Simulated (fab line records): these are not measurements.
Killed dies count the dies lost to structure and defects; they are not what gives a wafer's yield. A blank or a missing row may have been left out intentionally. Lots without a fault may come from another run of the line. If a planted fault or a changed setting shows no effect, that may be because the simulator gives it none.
Matching of chambers -- flow nand_harc -- cmp-04 running NHARC_A_BONDPAD_CMP_19: 4 sister chambers
The step polishes, t overpolish 30 s, cu recess touch 16 s, target thk 169.82 nm. 4 wafers are shown with their chamber, then 7 later ones without.

## WAFERS WITH THEIR CHAMBER
wafer,chamber,motor_current_A (A)
L488.1,1,13.0
L488.5,0,10.8
L489.2,3,9.6
L489.3,2,13.3

## WAFERS WITHOUT THEIR CHAMBER
wafer,motor_current_A (A)
L489.4,10.4
L491.3,9.4
L491.4,13.1
L491.5,11.0
L502.2,12.5
L502.4,9.5
L502.5,12.5

## CHAMBER TAKEN BY EACH
wafer,from the rows above,in truth
L489.4,can't be placed: 0 or 3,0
L491.3,3,3
L491.4,can't be placed: 1 or 2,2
L491.5,0,0
L502.2,can't be placed: 1 or 2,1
L502.4,3,3
L502.5,can't be placed: 1 or 2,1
3 of 7 placed correctly. These rows do not allow placing 4 (true chamber among the candidates in 4). Wrongly placed: 0.
How it was worked out, from the rows above alone: a wafer's distance from a chamber is the root of the sum, over the readings, of the square of ((its reading less the chamber's mean) divided by the reading's scatter). If the next closest chamber is less than 2 further off than the closest, the wafer can't be placed; otherwise it belongs to the closest. For every chamber, the mean is computed from those of its wafers that are shown. The scatter: root of mean squared gap, hidden wafer to nearest shown wafer, with one shown wafer a chamber.
